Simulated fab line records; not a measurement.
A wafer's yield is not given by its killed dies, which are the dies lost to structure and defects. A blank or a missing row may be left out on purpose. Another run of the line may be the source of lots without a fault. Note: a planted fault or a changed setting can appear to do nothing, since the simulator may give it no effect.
Lot-split experiment	flow n5Finfet	route with 1938 steps; 7 lots, 21 wafers read

== THE SPLIT ==
At N5_BEOL_M6_ILD_DEP_00 (deposits SiCOH lowk from DEMS/porogen, target thk 179.75 nm, time 33.4 s), the setting timeS was moved away from the recipe's 33.4 s on 5 of the 21 wafers read, by -10.0% to +10.6%. For the rest of the wafers, this setting stayed at what the recipe calls for.

== SPLIT TO READING: what lies between them in the file, 1 step ==
- N5_BEOL_M6_CURE_74: cures SiCOH lowk, time 240 s

== THE READING ==
M6_ILD_THK (nm), taken at N5_BEOL_M6_THK_MEAS_01. Typical for fault-free wafers on this fab line: 154.0 nm, with standard deviation 2.1 nm.

wafer	tool, chamber at the split	timeS as run, s	against the recipe	M6_ILD_THK, nm	against lot-mates on the recipe
L076.1	pecvd-04, 0	33.4	recipe	153.8	-
L076.3	pecvd-04, 1	33.4	recipe	154.2	-
L076.4	pecvd-04, 2	33.4	recipe	158.7	-
L086.2	pecvd-04, 0	33.4	recipe	153.4	-
L086.3	pecvd-04, 1	33.4	recipe	152.5	-
L086.4	pecvd-04, 1	33.4	recipe	155.4	-
L087.1	pecvd-04, 1	30.84	-7.7%	141.0	-10.9
L087.2	pecvd-04, 2	33.4	recipe	152.5	-
L087.6	pecvd-04, 1	33.4	recipe	151.4	-
L089.1	pecvd-03, 0	33.4	recipe	150.0	-
L089.4	pecvd-03, 1	33.4	recipe	153.8	-
L089.5	pecvd-03, 2	33.4	recipe	155.4	-
L090.2	pecvd-01, 0	33.4	recipe	154.0	-
L090.4	pecvd-01, 1	33.4	recipe	157.1	-
L090.5	pecvd-01, 1	33.4	recipe	153.8	-
L092.2	pecvd-04, 0	36.94	+10.6%	168.5	+14.8
L092.3	pecvd-04, 2	36.94	+10.6%	169.7	+16.0
L092.4	pecvd-04, 1	33.4	recipe	153.7	-
L094.1	pecvd-04, 1	30.07	-10.0%	137.3	-13.6
L094.5	pecvd-04, 2	30.07	-10.0%	142.5	-8.4
L094.6	pecvd-04, 1	33.4	recipe	150.9	-

FIT RESULTS
A straight line over all 21 wafers: M6_ILD_THK changes by +1.45 nm for each +1% of timeS; r = +0.96; the points scatter about the line by 2.2 nm.
The same after taking each lot's own level away (the mean of its wafers on the recipe; 21 wafers): +1.31 nm for each +1%; r = +0.96; scatter 1.9 nm.
Per that fit: largest timeS move, reading shift of 14 nm.
Across the lots, their own levels run from 150.90 to 155.57 nm, a range of 2.2 times the standard deviation given above.
Thus the slope moves with the lot-to-lot level: the two fits are different.
Check: for one of the wafers moved furthest among these (+10.6%), held out of the fit, the line's prediction against its lot-mates is +13.9 nm. It came out at +14.8 nm against them.

== THE WHOLE CHAIN: every reading that the file lists as answering this split, in the file's order ==
step	what it does	reading	change (the file's fit)	r (the file's)
N5_BEOL_M6_ILD_DEP_00	deposits SiCOH lowk from DEMS/porogen, target thk 179.75 nm, time 33.4 s	SiCOH_lowk_of_BEOL_M6_ILD_DEP_00.thkNm (the simulator's own value, which no gauge read)	+1.52 nm for each +1% of the setting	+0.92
N5_BEOL_M6_CURE_74	cures SiCOH lowk, time 240 s	SiCOH_lowk_of_BEOL_M6_ILD_DEP_00.thkNm (the simulator's own value, which no gauge read)	+1.33 nm for each +1% of the setting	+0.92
N5_BEOL_M6_THK_MEAS_01		M6_ILD_THK	+1.32 for each +1% of the setting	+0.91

== FILE'S OWN FIT ==
M6_ILD_THK changes by +1.32 nm for each +1% of timeS, r = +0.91.
